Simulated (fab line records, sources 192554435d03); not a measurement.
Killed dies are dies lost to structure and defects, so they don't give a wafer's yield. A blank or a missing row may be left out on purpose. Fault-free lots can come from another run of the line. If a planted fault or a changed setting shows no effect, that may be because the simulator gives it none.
Matching of chambers	flow n5_finfet	N5_BEOL_M5_CURE_79 on uv_cure-02: 3 sister chambers
The step cures SiCOH lowk, time 240 s. 6 wafers are shown with their chamber, then 10 later ones without.

== EACH WAFER AND ITS CHAMBER ==
wafer	chamber	wafer_temp_C_max	lamp_power_pct (%)
L088.3	2	387.3	52.40
L088.4	2	387.3	52.27
L092.4	0	387.1	52.32
L092.6	0	388.3	52.39
L093.3	1	386.1	52.44
L093.4	1	386.8	52.27

== WAFERS WITHOUT THEIR CHAMBER ==
wafer	wafer_temp_C_max	lamp_power_pct (%)
L093.6	386.4	52.39
L095.1	386.7	52.31
L095.2	387.0	52.26
L095.4	387.2	52.35
L094.1	387.1	52.25
L094.2	387.7	52.30
L094.6	387.6	52.32
L097.1	386.0	52.33
L097.2	386.6	52.27
L097.5	386.3	52.31

== EACH ONE'S CHAMBER ==
wafer	from the rows above	in truth
L093.6	can't be placed: 1 or 2 or 0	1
L095.1	can't be placed: 1 or 2 or 0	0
L095.2	can't be placed: 2 or 1 or 0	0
L095.4	can't be placed: 2 or 0 or 1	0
L094.1	can't be placed: 2 or 0 or 1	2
L094.2	can't be placed: 0 or 2 or 1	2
L094.6	can't be placed: 0 or 2 or 1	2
L097.1	can't be placed: 1 or 2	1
L097.2	can't be placed: 1 or 2 or 0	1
L097.5	can't be placed: 1 or 2 or 0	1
Correct placement for 0 of the 10. Cannot be placed on the basis of these rows: 10; the candidates contain the true chamber in 10. 0 placed wrongly.
How it was worked out, from the rows above alone: a wafer's distance from a chamber is the root of the sum, over the readings, of the square of ((its reading less the chamber's mean) divided by the reading's scatter). The wafer belongs to the nearest chamber; if the next one is less than 2 further off, it can't be placed. A chamber's mean is the mean of its shown wafers. The scatter: the root of (the sum of the squares of (reading less its chamber's mean) over the shown wafers, divided by (wafers less chambers)).
